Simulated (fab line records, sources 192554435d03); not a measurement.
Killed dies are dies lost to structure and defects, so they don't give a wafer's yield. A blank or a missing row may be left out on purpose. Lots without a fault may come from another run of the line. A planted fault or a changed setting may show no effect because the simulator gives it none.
fab line records | flow n5_finfet
record lots=24 wafers=72 last_day=22
route steps=1938 shown BEOL_M0_SAQP@667 BEOL_M0_CUTY@708 BEOL_M0@732
lots that met no fault: from a run of the same line without faults
start_h: hours from the record's first day to the start of the lot's first wafer shown | wait_h: hours since the lot's step before | " the same as in the row above | L1.1+2: a row that stands for several wafers | - no value, or no start given | * or withheld: withheld | < > ~ a bound
route shown NAME@n: a module of which the file shows steps, and the number in the route of the first | usual: mean/standard deviation of fault-free wafers | same: alike in all rows | chamber/n: place in a boat | sites: the reading at each site | _std_site: their standard deviation | _edge_site: outer sites' mean less inner sites' | radius_mm: how far each site lies from the wafer's centre | mask NAME#n: copy n | behind: the tool/chamber that last shaped the wafer | hold: why the lot was held/for how many hours/how that ended | device: the transistor (n, p or np) that didn't switch | end of line: the same wafers' tests at the end of the route | a step without rows: its recipe alone | killed: dies lost to structure and defects at the first sort, not the wafer's yield | map: a wafer's dies, x killed, . not, _ none there
set.NAME: the setting as run; set.NAME@STEP: as run at that earlier step | model.NAME: the simulator's own value behind a step, which no gauge read
steps of the route over a sample of lots; a table a step, a row a wafer
services: from which hour (start_h, from the record's first day; less than 0 if before it) a tool's chamber was out of use, for how many hours, and why
## steps
# step N5_BEOL_M0_SAQP_ETCH_101
# recipe chemistry=CH3F/O2 target=SiNx mask_material=SiO2 target_depth_a=299 time_s=42.7 pressure_mtorr=30 source_w=395 bias_w=73 Ar_flow_sccm=150 CH3F_flow_sccm=30 O2_flow_sccm=20 ion_energy_ev=120
# usual drypump_motor_current_A=5.9/0.39 mfc_ar_sccm=150.0/0.49 oes_product_au=0.81/0.094 rf_vpp_V=296/3.4 showerhead_plenum_p_Torr=1.99/0.064 throttle_valve_pct=16.34/0.15
# columns lot.wafer tool chamber start_h wait_h drypump_motor_current_A mfc_ar_sccm oes_product_au rf_hours_counter_h rf_vpp_V showerhead_plenum_p_Torr throttle_valve_pct
L074.1 rie_diel-01 0 112.24 0.0 5.4 150.2 0.69 245 293 1.97 16.75
L074.3 " 3 " " 6.0 149.9 0.97 5 291 2.04 16.09
L074.5 " 0 " " 5.4 150.8 0.68 - 295 1.97 16.73
L075.2 rie_diel-03 0 119.60 0.0 6.0 149.9 0.91 21 301 1.97 16.42
L075.4 " 3 " " 6.1 149.7 0.84 76 295 1.94 16.13
L075.5 " 0 " " 6.0 149.3 0.90 - 299 1.97 16.43
L076.4 rie_diel-06 0 125.24 0.1 6.5 149.2 0.78 - 300 2.09 16.30
L076.5 " 2 " " 5.5 149.6 0.82 - 296 2.03 16.27
L076.6 " 3 " " 5.8 149.6 0.70 - 293 1.90 16.25
L077.1 rie_diel-01 0 126.80 0.1 5.4 150.0 0.68 249 295 1.97 16.74
L077.4 " 1 " " 5.6 149.6 0.73 217 293 1.90 16.63
L077.6 " 2 " " 5.7 150.2 0.84 - 300 2.03 16.48
L078.4 rie_diel-01 2 131.15 0.1 5.7 150.0 0.84 - 299 2.03 16.49
L078.5 " 3 " " 6.1 149.6 0.95 - 293 2.04 16.12
L078.6 " 1 " " 5.6 149.5 0.72 - 295 1.90 16.63
L079.1 rie_diel-03 3 141.68 0.0 6.2 150.3 0.83 83 294 1.94 16.14
L079.3 " 1 " " 5.2 150.0 0.71 209 301 2.06 16.23
L079.4 " 2 " " 5.9 149.5 0.86 41 294 2.04 16.27
L080.3 rie_diel-01 1 145.58 0.0 5.7 149.6 0.72 225 295 1.90 16.62
L080.4 " 2 " " 5.7 150.8 0.83 63 299 2.03 16.49
L080.5 " 3 " " 6.1 150.1 0.94 - 293 2.04 16.10
L081.1 rie_diel-06 0 149.98 0.0 6.5 149.6 0.78 135 298 2.09 16.31
L081.2 " 3 " " 5.8 150.1 0.70 224 294 1.89 16.26
L081.4 " 2 " " 5.5 150.6 0.81 98 295 2.03 16.28
L082.1 rie_diel-01 1 157.60 0.0 5.6 149.9 0.71 229 294 1.89 16.65
L082.3 " 0 " " 5.4 149.6 0.97 5 294 1.97 16.29
L082.6 " 0 " " 5.4 150.4 0.96 - 294 1.97 16.29
L083.2 rie_diel-06 0 168.70 0.0 6.5 150.3 0.77 141 298 2.09 16.33
L083.3 " 1 " " 6.2 149.9 0.96 7 291 1.97 16.32
L083.4 " 2 " " 5.5 149.7 0.80 102 295 2.02 16.30
L084.4 rie_diel-01 1 172.54 0.0 5.6 150.7 0.72 233 294 1.89 16.65
L084.5 " 0 " " 5.4 150.3 0.95 - 294 1.97 16.29
L084.6 " 1 " " 5.6 150.9 0.71 - 295 1.89 16.66
L085.1 rie_diel-06 2 177.22 0.0 5.5 149.8 0.80 105 296 2.02 16.28
L085.2 " 3 " " 5.8 149.8 0.69 230 294 1.89 16.29
L085.6 " 1 " " 6.3 150.8 0.96 - 290 1.97 16.33
L086.3 rie_diel-06 1 182.22 0.0 6.3 149.8 0.94 12 293 1.97 16.34
L086.5 " 0 " " 6.5 149.4 0.76 - 299 2.09 16.32
L086.6 " 3 " " 5.8 149.9 0.69 - 294 1.89 16.29
L087.2 rie_diel-01 0 189.73 0.0 5.4 149.4 0.93 15 295 1.97 16.30
L087.4 " 2 " " 5.7 150.9 0.82 75 299 2.02 16.51
L087.6 " 3 " " 6.1 149.9 0.91 - 293 2.04 16.13
L088.2 rie_diel-03 2 193.18 0.0 5.9 149.9 0.83 56 295 2.03 16.29
L088.5 " 1 " " 5.1 149.4 0.70 - 302 2.06 16.25
L088.6 " 0 " " 6.0 149.2 0.87 - 301 1.96 16.45
L089.1 rie_diel-03 3 199.40 0.1 6.2 149.4 0.82 101 294 1.93 16.17
L089.2 " 1 " " 5.2 151.1 0.69 228 299 2.06 16.25
L089.3 " 0 " " 6.0 149.5 0.87 45 301 1.96 16.45
L090.3 rie_diel-06 0 205.77 0.0 6.5 149.9 0.76 153 300 2.08 16.35
L090.5 " 3 " " 5.8 150.0 0.68 - 292 1.89 16.29
L090.6 " 2 " " 5.5 150.2 0.79 - 296 2.02 16.29
L091.1 rie_diel-03 3 211.04 0.0 6.2 149.8 0.80 104 293 1.93 16.20
L091.2 " 0 " " 6.0 149.5 0.86 48 301 1.96 16.46
L091.3 " 2 " " 5.9 149.8 0.84 62 294 2.03 16.31
L092.1 rie_diel-01 2 218.35 0.0 5.7 149.6 0.81 84 300 2.02 16.54
L092.2 " 3 " " 6.1 149.5 0.89 41 291 2.03 16.15
L092.5 " 3 " " 6.0 150.2 0.88 - 292 2.03 16.14
L093.1 rie_diel-06 0 220.67 0.0 6.5 149.5 0.75 158 298 2.08 16.34
L093.4 " 1 " " 6.3 150.7 0.91 24 292 1.96 16.36
L093.5 " 0 " " 6.5 149.9 0.75 - 299 2.08 16.35
L094.1 rie_diel-06 2 225.38 0.0 5.5 150.5 0.79 120 295 2.02 16.31
L094.5 " 0 " " 6.5 149.6 0.75 - 298 2.08 16.34
L094.6 " 3 " " 5.8 149.8 0.68 - 293 1.89 16.31
L095.4 rie_diel-06 1 233.42 0.0 6.3 150.9 0.92 28 290 1.96 16.37
L095.5 " 1 " " 6.2 150.2 0.91 - 290 1.96 16.36
L095.6 " 2 " " 5.5 150.4 0.78 - 296 2.02 16.33
L096.3 rie_diel-03 3 241.79 0.0 6.2 149.5 0.79 113 294 1.93 16.19
L096.4 " 2 " " 5.9 150.1 0.81 71 295 2.03 16.32
L096.6 " 1 " " 5.2 149.7 0.68 - 302 2.05 16.28
L097.3 rie_diel-06 2 252.11 0.1 5.5 149.8 0.78 126 296 2.02 16.33
L097.4 " 3 " " 5.8 150.5 0.67 251 294 1.88 16.32
L097.5 " 0 " " 6.5 149.2 0.75 - 299 2.08 16.36
# step N5_BEOL_M0_SAQP_ETCH_106
# recipe chemistry=N2/H2 target=SOC target_depth_a=1500 stop_on=SiNx ion_energy_ev=100 bias_w=61 pressure_mtorr=30 source_w=850 n2_flow_sccm=200 h2_flow_sccm=200
# usual drypump_motor_current_A=5.9/0.38 oes_product_au=0.81/0.086 rf_vpp_V=240.8/1.3 showerhead_plenum_p_Torr=2.54/0.081 throttle_valve_pct=17.78/0.16
# columns lot.wafer tool chamber start_h wait_h drypump_motor_current_A oes_product_au rf_hours_counter_h rf_vpp_V showerhead_plenum_p_Torr throttle_valve_pct
L074.1 rie_diel-03 0 112.91 - 6.0 0.91 19 240.5 2.50 17.83
L074.3 " 1 " " 5.2 0.71 199 241.7 2.63 17.66
L074.5 " 3 " " 6.1 0.83 - 240.7 2.47 17.52
L075.2 rie_diel-03 2 120.27 - 5.9 0.86 34 242.9 2.60 17.78
L075.4 " 0 " " 6.0 0.90 21 240.3 2.50 17.82
L075.5 " 2 " " 5.9 0.86 - 240.6 2.60 17.77
L076.4 rie_diel-03 2 126.02 - 5.9 0.86 - 241.8 2.60 17.76
L076.5 " 1 " " 5.2 0.70 - 240.8 2.63 17.68
L076.6 " 3 " " 6.2 0.82 - 239.2 2.46 17.50
L077.1 rie_diel-06 0 127.47 - 6.5 0.79 127 243.8 2.66 17.79
L077.4 " 3 " " 5.8 0.69 - 238.0 2.41 17.71
L077.6 " 0 " " 6.5 0.78 - 241.7 2.66 17.80
L078.4 rie_diel-01 3 132.07 - 6.1 0.93 - 242.2 2.61 17.60
L078.5 " 2 " " 5.7 0.83 - 242.6 2.58 18.02
L078.6 " 1 " " 5.6 0.71 - 239.5 2.41 18.17
L079.1 rie_diel-01 2 142.34 - 5.7 0.82 62 241.9 2.58 18.00
L079.3 " 1 " " 5.7 0.71 223 240.1 2.41 18.16
L079.4 " 0 " " 5.4 0.97 0 240.3 2.50 17.71
L080.3 rie_diel-01 3 146.26 - 6.1 0.92 16 241.6 2.61 17.63
L080.4 " 1 " " 5.6 0.71 225 239.2 2.41 18.16
L080.5 " 3 " " 6.1 0.93 - 241.0 2.61 17.61
L081.1 rie_diel-03 3 150.65 - 6.2 0.82 86 240.4 2.46 17.52
L081.2 " 2 " " 5.9 0.84 44 242.7 2.59 17.79
L081.4 " 1 " " 5.2 0.69 212 241.5 2.62 17.70
L082.1 rie_diel-01 1 158.32 - 5.6 0.71 229 238.9 2.41 18.17
L082.3 " 0 " " 5.4 0.94 6 239.4 2.50 17.72
L082.6 " 0 " " 5.4 0.93 - 238.6 2.50 17.71
L083.2 rie_diel-06 0 169.37 - 6.5 0.76 141 242.4 2.65 17.81
L083.3 " 2 " " 5.5 0.80 102 241.0 2.57 17.66
L083.4 " 3 " " 5.8 0.69 228 238.8 2.41 17.72
L084.4 rie_diel-06 3 173.21 - 5.8 0.68 230 237.9 2.41 17.72
L084.5 " 0 " " 6.5 0.77 - 243.4 2.65 17.84
L084.6 " 1 " " 6.3 0.94 - 240.6 2.50 17.79
L085.1 rie_diel-01 2 178.14 - 5.7 0.82 71 240.1 2.58 18.03
L085.2 " 3 " " 6.1 0.91 27 241.4 2.60 17.64
L085.6 " 0 " " 5.4 0.92 - 240.6 2.50 17.71
L086.3 rie_diel-01 3 182.88 - 6.1 0.90 29 241.2 2.60 17.63
L086.5 " 2 " " 5.7 0.81 - 240.8 2.58 18.04
L086.6 " 3 " " 6.1 0.89 - 240.3 2.60 17.64
L087.2 rie_diel-03 0 190.55 - 6.0 0.87 41 240.1 2.49 17.88
L087.4 " 2 " " 5.9 0.83 55 241.9 2.59 17.79
L087.6 " 2 " " 5.9 0.83 - 240.4 2.59 17.78
L088.2 rie_diel-06 2 193.85 - 5.5 0.79 110 242.2 2.57 17.66
L088.5 " 0 " " 6.5 0.76 - 242.0 2.65 17.86
L088.6 " 1 " " 6.3 0.93 - 241.2 2.50 17.80
L089.1 rie_diel-06 2 200.07 - 5.5 0.78 112 241.4 2.56 17.68
L089.2 " 1 " " 6.3 0.92 18 240.1 2.50 17.80
L089.3 " 3 " " 5.8 0.68 238 240.1 2.40 17.74
L090.3 rie_diel-06 3 206.44 - 5.8 0.68 240 240.0 2.40 17.74
L090.5 " 2 " " 5.5 0.78 - 240.7 2.56 17.67
L090.6 " 1 " " 6.3 0.92 - 241.3 2.50 17.81
L091.1 rie_diel-03 3 212.03 - 6.2 0.80 104 239.9 2.45 17.56
L091.2 " 2 " " 5.8 0.82 62 241.5 2.59 17.82
L091.3 " 0 " " 6.0 0.86 48 239.5 2.48 17.88
L092.1 rie_diel-06 0 219.11 - 6.5 0.75 157 242.8 2.64 17.85
L092.2 " 3 " " 5.8 0.67 244 239.0 2.40 17.76
L092.5 " 0 " " 6.5 0.75 - 241.9 2.64 17.83
L093.1 rie_diel-01 0 221.62 - 5.4 0.88 23 239.7 2.49 17.74
L093.4 " 2 " " 5.7 0.80 85 242.0 2.57 18.05
L093.5 " 1 " " 5.6 0.70 - 238.8 2.40 18.22
L094.1 rie_diel-03 1 226.05 - 5.2 0.69 236 241.7 2.61 17.72
L094.5 " 1 " " 5.2 0.69 - 242.3 2.61 17.75
L094.6 " 2 " " 5.9 0.81 - 241.9 2.58 17.85
L095.4 rie_diel-03 0 234.09 - 6.0 0.85 56 241.4 2.48 17.90
L095.5 " 1 " " 5.2 0.68 - 241.7 2.61 17.76
L095.6 " 0 " " 6.0 0.84 - 240.6 2.48 17.89
L096.3 rie_diel-06 2 242.46 - 5.5 0.78 124 241.4 2.56 17.71
L096.4 " 0 " " 6.5 0.75 163 241.0 2.64 17.85
L096.6 " 3 " " 5.8 0.67 - 239.4 2.40 17.76
L097.3 rie_diel-06 2 252.79 - 5.5 0.77 126 239.6 2.56 17.69
L097.4 " 3 " " 5.8 0.67 251 238.6 2.40 17.75
L097.5 " 1 " " 6.3 0.89 - 240.5 2.49 17.83
# step N5_BEOL_M0_SAQP_ALD_48
# recipe material=SiO2 target_thk_a=200 temp_c=100 ald_precursor_family=BDEAS ald_co_reactant=O2-plasma pulse_time_s=1 co_reactant_pulse_time_s=1 purge_time_s=2 co_reactant_purge_time_s=2 ald_cycles=139 pressure_torr=2
# usual heater_power_w=78/9.7 precursor_pulse_height_rel=1.000/0.019
# same co_reactant_pulse_time_s=1
# columns lot.wafer tool chamber start_h wait_h heater_power_w precursor_pulse_height_rel
L074.1 ald_sin-03 1 115.13 0.0 69 0.993
L074.3 " 3 " " 76 0.988
L074.5 " 0 " " 73 0.986
L075.2 ald_sin-01 1 122.16 0.0 77 0.994
L075.4 " 2 " " 90 1.008
L075.5 " 1 " " 79 0.984
L076.4 ald_sin-01 3 128.30 0.3 79 0.961
L076.5 " 2 " " 91 1.006
L076.6 " 1 " " 78 0.972
L077.1 ald_sin-01 0 129.39 0.0 66 0.938
L077.4 " 2 " " 90 0.988
L077.6 " 3 " " 77 1.023
L078.4 ald_sin-01 0 134.85 0.0 65 1.017
L078.5 " 2 " " 91 0.981
L078.6 " 3 " " 76 0.989
L079.1 ald_sin-03 1 144.37 0.0 70 1.010
L079.3 " 0 " " 75 1.006
L079.4 " 2 " " 99 0.985
L080.3 ald_sin-03 0 148.04 0.0 73 1.022
L080.4 " 3 " " 77 0.996
L080.5 " 2 " " 96 1.003
L081.1 ald_sin-02 2 152.54 0.0 74 1.029
L081.2 " 0 " " 73 1.007
L081.4 " 2 " " 72 0.987
L082.1 ald_sin-01 3 160.39 0.0 78 0.996
L082.3 " 2 " " 88 0.980
L082.6 " 2 " " 92 1.011
L083.2 ald_sin-02 0 171.33 0.0 72 0.994
L083.3 " 2 " " 76 1.013
L083.4 " 1 " " 76 1.021
L084.4 ald_sin-03 3 175.34 0.0 78 1.003
L084.5 " 3 " " 76 1.012
L084.6 " 0 " " 76 0.983
L085.1 ald_sin-01 1 180.48 0.1 75 1.010
L085.2 " 3 " " 80 0.999
L085.6 " 2 " " 90 0.995
L086.3 ald_sin-03 1 185.61 0.0 68 0.984
L086.5 " 1 " " 68 0.970
L086.6 " 0 " " 75 1.033
L087.2 ald_sin-01 0 192.80 0.3 65 1.014
L087.4 " 1 " " 79 0.976
L087.6 " 0 " " 64 0.995
L088.2 ald_sin-03 0 196.44 0.0 73 0.986
L088.5 " 0 " " 74 0.998
L088.6 " 3 " " 76 0.983
L089.1 ald_sin-01 2 202.04 0.1 89 1.000
L089.2 " 1 " " 79 0.992
L089.3 " 3 " " 77 1.001
L090.3 ald_sin-03 1 208.37 0.0 66 0.990
L090.5 " 1 " " 68 0.998
L090.6 " 2 " " 100 1.003
L091.1 ald_sin-02 0 214.74 0.0 72 0.977
L091.2 " 3 " " 66 1.024
L091.3 " 1 " " 69 0.979
L092.1 ald_sin-03 3 220.88 0.0 75 0.974
L092.2 " 1 " " 68 0.993
L092.5 " 0 " " 72 0.999
L093.1 ald_sin-03 2 223.41 0.0 101 1.025
L093.4 " 0 " " 76 0.998
L093.5 " 3 " " 77 1.046
L094.1 ald_sin-01 3 228.21 0.0 78 1.000
L094.5 " 0 " " 65 1.011
L094.6 " 3 " " 79 1.013
L095.4 ald_sin-03 0 236.15 0.2 74 1.021
L095.5 " 2 " " 100 0.997
L095.6 " 3 " " 76 0.991
L096.3 ald_sin-01 3 244.76 0.0 76 0.987
L096.4 " 2 " " 91 1.059
L096.6 " 1 " " 78 0.965
L097.3 ald_sin-02 3 254.90 0.0 69 0.999
L097.4 " 0 " " 74 0.986
L097.5 " 2 " " 75 0.976
# step N5_BEOL_M0_CUTY_CD_MEAS_57
# recipe target_cd_nm=200 landing_energy_ev=500 detector=se_inlens polarity=line
# usual cd_nm=200.1/0.88
# columns lot.wafer tool chamber start_h wait_h cd_nm
L074.1 cd_sem-02 0 116.24 - 201.7
L074.3 " 0 " " 201.3
L074.5 " 0 " " 201.9
L075.2 cd_sem-02 0 123.39 - 199.4
L075.4 " 0 " " 199.2
L075.5 " 0 " " 198.8
L076.4 cd_sem-01 0 129.32 - 199.6
L076.5 " 0 " " 200.4
L076.6 " 0 " " 200.0
L077.1 cd_sem-03 0 130.29 - 200.2
L077.4 " 0 " " 199.4
L077.6 " 0 " " 200.4
L078.4 cd_sem-03 0 135.87 - 200.0
L078.5 " 0 " " 199.6
L078.6 " 0 " " 201.1
L079.1 cd_sem-03 0 145.42 - 200.7
L079.3 " 0 " " 200.6
L079.4 " 0 " " 200.4
L080.3 cd_sem-01 0 149.06 - 199.3
L080.4 " 0 " " 199.0
L080.5 " 0 " " 197.8
L081.1 cd_sem-03 0 153.56 - 200.0
L081.2 " 0 " " 200.1
L081.4 " 0 " " 201.0
L082.1 cd_sem-03 0 161.41 - 199.2
L082.3 " 0 " " 201.0
L082.6 " 0 " " 199.7
L083.2 cd_sem-03 0 172.35 - 199.6
L083.3 " 0 " " 200.2
L083.4 " 0 " " 199.8
L084.4 cd_sem-01 0 176.24 - 199.7
L084.5 " 0 " " 198.7
L084.6 " 0 " " 199.4
L085.1 cd_sem-02 0 181.52 - 200.2
L085.2 " 0 " " 200.2
L085.6 " 0 " " 199.9
L086.3 cd_sem-03 0 186.64 - 199.7
L086.5 " 0 " " 198.6
L086.6 " 0 " " 198.9
L087.2 cd_sem-03 0 193.82 - 200.5
L087.4 " 0 " " 201.4
L087.6 " 0 " " 201.4
L088.2 cd_sem-03 0 197.64 - 199.3
L088.5 " 0 " " 199.0
L088.6 " 0 " " 198.5
L089.1 cd_sem-01 0 203.06 - 199.2
L089.2 " 0 " " 199.7
L089.3 " 0 " " 200.5
L090.3 cd_sem-01 0 209.40 - 200.8
L090.5 " 0 " " 200.7
L090.6 " 0 " " 201.4
L091.1 cd_sem-03 0 215.63 - 201.1
L091.2 " 0 " " 199.7
L091.3 " 0 " " 199.7
L092.1 cd_sem-02 0 221.77 - 200.9
L092.2 " 0 " " 199.5
L092.5 " 0 " " 200.2
L093.1 cd_sem-02 0 224.30 - 201.9
L093.4 " 0 " " 199.7
L093.5 " 0 " " 201.4
L094.1 cd_sem-01 0 229.10 - 200.3
L094.5 " 0 " " 200.0
L094.6 " 0 " " 201.4
L095.4 cd_sem-01 0 237.17 - 200.4
L095.5 " 0 " " 201.2
L095.6 " 0 " " 201.5
L096.3 cd_sem-01 0 245.78 - 200.5
L096.4 " 0 " " 199.6
L096.6 " 0 " " 199.5
L097.3 cd_sem-01 0 255.80 - 201.0
L097.4 " 0 " " 201.2
L097.5 " 0 " " 201.0
# step N5_BEOL_M0_CUTY_ETCH_63
# recipe chemistry=N2/H2 target=SOC target_depth_a=827 overetch_a=165 mask_material=SiARC temp_c=40 ion_energy_ev=200 time_s=124 pressure_mtorr=30 source_w=840 bias_w=150 n2_flow_sccm=200 h2_flow_sccm=200
# usual drypump_motor_current_A=5.7/0.4 oes_product_au=0.65/0.079 rf_vpp_V=524.4/2.9 showerhead_plenum_p_Torr=2.56/0.1 throttle_valve_pct=17.90/0.14
# columns lot.wafer tool chamber start_h wait_h drypump_motor_current_A oes_product_au rf_hours_counter_h rf_vpp_V showerhead_plenum_p_Torr throttle_valve_pct
L074.1 rie_diel-04 0 116.41 0.0 6.1 0.57 236 519.9 2.41 18.04
L074.3 " 1 " " 5.6 0.77 17 523.3 2.49 17.89
L074.5 " 1 " " 5.6 0.78 - 522.9 2.49 17.92
L075.2 rie_diel-04 2 123.56 0.0 5.2 0.60 189 523.0 2.51 17.79
L075.4 " 1 " " 5.6 0.77 19 522.3 2.49 17.91
L075.5 " 2 " " 5.2 0.58 - 523.0 2.52 17.79
L076.4 rie_diel-04 2 129.66 0.0 5.2 0.59 191 522.7 2.51 17.79
L076.5 " 1 " " 5.6 0.77 - 523.2 2.49 17.93
L076.6 " 0 " " 6.1 0.56 - 520.4 2.41 18.07
L077.1 rie_diel-02 3 130.46 0.0 5.6 0.65 127 521.2 2.45 17.95
L077.4 " 2 " " 5.7 0.68 79 528.6 2.69 17.96
L077.6 " 3 " " 5.6 0.64 - 522.3 2.45 17.96
L078.4 rie_diel-04 0 136.04 0.0 6.1 0.57 243 519.3 2.41 18.08
L078.5 " 3 " " 5.1 0.58 - 527.8 2.62 18.10
L078.6 " 2 " " 5.1 0.59 - 523.6 2.51 17.80
L079.1 rie_diel-02 2 145.59 0.0 5.7 0.68 85 526.9 2.69 17.97
L079.3 " 1 " " 5.8 0.62 154 528.1 2.65 17.80
L079.4 " 0 " " 5.6 0.60 183 522.3 2.43 17.71
L080.3 rie_diel-02 1 149.27 0.0 5.7 0.62 155 526.7 2.65 17.80
L080.4 " 3 " " 5.6 0.65 135 520.6 2.44 17.98
L080.5 " 1 " " 5.8 0.62 - 526.1 2.65 17.79
L081.1 rie_diel-05 3 153.73 0.0 6.6 0.59 182 524.5 2.63 17.90
L081.2 " 2 " " 5.8 0.58 214 525.9 2.62 18.11
L081.4 " 0 " " 6.3 0.79 7 525.5 2.61 17.83
L082.1 rie_diel-04 2 162.10 0.0 5.2 0.59 204 522.2 2.51 17.81
L082.3 " 1 " " 5.6 0.74 34 522.9 2.49 17.94
L082.6 " 1 " " 5.6 0.75 - 523.0 2.49 17.92
L083.2 rie_diel-02 3 172.52 0.0 5.6 0.64 143 520.2 2.44 17.99
L083.3 " 1 " " 5.7 0.61 164 527.1 2.64 17.79
L083.4 " 2 " " 5.7 0.66 94 525.1 2.68 17.99
L084.4 rie_diel-02 0 176.40 0.0 5.6 0.59 191 520.6 2.42 17.74
L084.5 " 0 " " 5.6 0.59 - 519.8 2.42 17.75
L084.6 " 1 " " 5.8 0.60 - 526.3 2.64 17.79
L085.1 rie_diel-02 0 181.75 0.0 5.6 0.59 194 519.7 2.42 17.75
L085.2 " 3 " " 5.6 0.64 146 521.2 2.44 18.00
L085.6 " 0 " " 5.6 0.58 - 520.6 2.42 17.76
L086.3 rie_diel-04 1 186.88 0.0 5.5 0.73 44 523.2 2.48 17.95
L086.5 " 1 " " 5.6 0.73 - 523.1 2.48 17.96
L086.6 " 0 " " 6.1 0.80 - 528.7 2.72 17.67
L087.2 rie_diel-04 0 193.99 0.0 6.1 0.79 7 528.4 2.72 17.66
L087.4 " 1 " " 5.6 0.73 47 522.6 2.48 17.95
L087.6 " 0 " " 6.2 0.78 - 527.1 2.72 17.67
L088.2 rie_diel-05 3 197.81 0.0 6.6 0.58 198 528.1 2.62 17.92
L088.5 " 3 " " 6.7 0.58 - 525.7 2.62 17.92
L088.6 " 2 " " 5.8 0.58 - 525.8 2.61 18.16
L089.1 rie_diel-05 3 203.23 0.0 6.6 0.58 200 528.2 2.62 17.94
L089.2 " 0 " " 6.3 0.74 25 525.2 2.61 17.87
L089.3 " 2 " " 5.7 0.58 232 526.5 2.61 18.16
L090.3 rie_diel-04 2 209.66 0.0 5.2 0.58 223 524.5 2.50 17.85
L090.5 " 0 " " 6.1 0.76 - 527.9 2.72 17.70
L090.6 " 1 " " 5.6 0.72 - 521.5 2.48 17.97
L091.1 rie_diel-04 0 215.87 0.0 6.1 0.77 16 528.5 2.72 17.69
L091.2 " 2 " " 5.2 0.57 226 522.6 2.50 17.86
L091.3 " 1 " " 5.6 0.72 56 521.9 2.48 17.94
L092.1 rie_diel-02 3 222.11 0.0 5.6 0.62 160 518.8 2.43 18.05
L092.2 " 0 " " 5.6 0.58 207 521.6 2.42 17.78
L092.5 " 0 " " 5.6 0.58 - 520.3 2.42 17.77
L093.1 rie_diel-05 1 224.47 0.0 5.4 0.75 17 528.5 2.72 17.73
L093.4 " 2 " " 5.8 0.56 240 524.4 2.61 18.17
L093.5 " 1 " " 5.4 0.75 - 529.2 2.72 17.72
L094.1 rie_diel-04 2 229.27 0.0 5.2 0.57 231 521.7 2.50 17.87
L094.5 " 3 " " 5.1 0.82 - 523.9 2.60 17.71
L094.6 " 0 " " 6.1 0.74 - 528.5 2.72 17.69
L095.4 rie_diel-05 2 237.34 0.0 5.8 0.56 244 525.2 2.61 18.19
L095.5 " 1 " " 5.4 0.74 - 529.2 2.72 17.72
L095.6 " 0 " " 6.3 0.72 - 526.0 2.60 17.90
L096.3 rie_diel-02 1 245.95 0.0 5.8 0.59 188 526.0 2.63 17.84
L096.4 " 2 " " 5.7 0.64 118 528.2 2.67 18.04
L096.6 " 1 " " 5.8 0.59 - 526.3 2.63 17.84
L097.3 rie_diel-04 2 255.97 0.0 5.2 0.56 240 523.0 2.49 17.88
L097.4 " 3 " " 5.1 0.79 9 526.1 2.60 17.73
L097.5 " 2 " " 5.1 0.57 - 523.4 2.49 17.87
# step N5_BEOL_M0_SURFACE_TREAT_137
# recipe gas=Ar time_s=* ion_energy_ev=* ion_current_ma_cm2=0.5 pressure_mtorr=* ar_flow_sccm=30
# usual throttle_valve_pct=*
# columns lot.wafer tool chamber start_h wait_h throttle_valve_pct
L074.1 pvd_sputter-02 - 128.43 0.1 *
L074.3 " - " " *
L074.5 " - " " *
L075.2 pvd_sputter-02 - 128.47 0.2 *
L075.4 " - " " *
L075.5 " - " " *
L077.1 pvd_sputter-03 - 133.04 0.4 *
L077.4 " - " " *
L077.6 " - " " *
L076.4 pvd_sputter-02 - 133.13 0.4 *
L076.5 " - " " *
L076.6 " - " " *
L078.4 pvd_sputter-02 - 140.45 0.3 *
L078.5 " - " " *
L078.6 " - " " *
L079.1 pvd_sputter-03 - 150.61 1.3 *
L079.3 " - " " *
L079.4 " - " " *
L080.3 pvd_sputter-02 - 154.86 0.2 *
L080.4 " - " " *
L080.5 " - " " *
L081.1 pvd_sputter-02 - 158.28 1.5 *
L081.2 " - " " *
L081.4 " - " " *
L082.1 pvd_sputter-01 - 166.52 0.2 *
L082.3 " - " " *
L082.6 " - " " *
L083.2 pvd_sputter-02 - 177.80 1.4 *
L083.3 " - " " *
L083.4 " - " " *
L084.4 pvd_sputter-02 - 179.68 0.4 *
L084.5 " - " " *
L084.6 " - " " *
L085.1 pvd_sputter-03 - 185.09 0.2 *
L085.2 " - " " *
L085.6 " - " " *
L086.3 pvd_sputter-01 - 192.71 0.1 *
L086.5 " - " " *
L086.6 " - " " *
L087.2 pvd_sputter-01 - 198.99 0.1 *
L087.4 " - " " *
L087.6 " - " " *
L088.2 pvd_sputter-03 - 200.42 0.3 *
L088.5 " - " " *
L088.6 " - " " *
L090.3 pvd_sputter-01 - 212.00 0.2 *
L090.5 " - " " *
L090.6 " - " " *
L089.1 pvd_sputter-01 - 214.49 0.2 *
L089.2 " - " " *
L089.3 " - " " *
L091.1 pvd_sputter-02 - 223.63 0.1 *
L091.2 " - " " *
L091.3 " - " " *
L092.1 pvd_sputter-02 - 225.46 0.1 *
L092.2 " - " " *
L092.5 " - " " *
L094.1 pvd_sputter-01 - 231.21 0.1 *
L094.5 " - " " *
L094.6 " - " " *
L093.1 pvd_sputter-01 - 234.62 0.1 *
L093.4 " - " " *
L093.5 " - " " *
L095.4 pvd_sputter-01 - 240.73 0.1 *
L095.5 " - " " *
L095.6 " - " " *
L096.3 pvd_sputter-02 - 252.84 0.1 *
L096.4 " - " " *
L096.6 " - " " *
L097.3 pvd_sputter-02 - 258.19 0.2 *
L097.4 " - " " *
L097.5 " - " " *
## services
# columns tool chamber start_h hours kind
ald_sin-01 - 95.28 1.1 repair
pvd_sputter-02 - 106.49 1.0 repair
rie_diel-03 3 106.94 1.8 repair
ald_sin-03 2 112.53 13.7 repair
ald_sin-03 0 118.27 20.1 repair
pvd_sputter-03 - 118.46 0.5 repair
rie_diel-03 0 125.34 6.0 repair
rie_diel-05 1 126.71 2.8 repair
pvd_sputter-01 - 138.92 4.7 repair
ald_sin-01 3 140.26 2.1 repair
rie_diel-05 2 144.20 3.8 repair
rie_diel-01 2 154.65 6.9 repair
pvd_sputter-02 - 163.68 5.1 repair
ald_sin-02 3 170.47 2.3 repair
rie_diel-05 - 172.97 2.8 pm
ald_sin-02 - 176.87 14.0 pm
rie_diel-01 0 189.86 5.1 repair
ald_sin-01 0 199.07 7.3 repair
rie_diel-01 2 208.89 1.8 repair
rie_diel-01 - 225.35 2.8 pm
ald_sin-01 1 227.25 4.3 repair
rie_diel-02 - 238.40 0.2 repair
rie_diel-02 0 251.28 2.0 repair
rie_diel-01 2 254.21 11.8 repair
## key
fault none
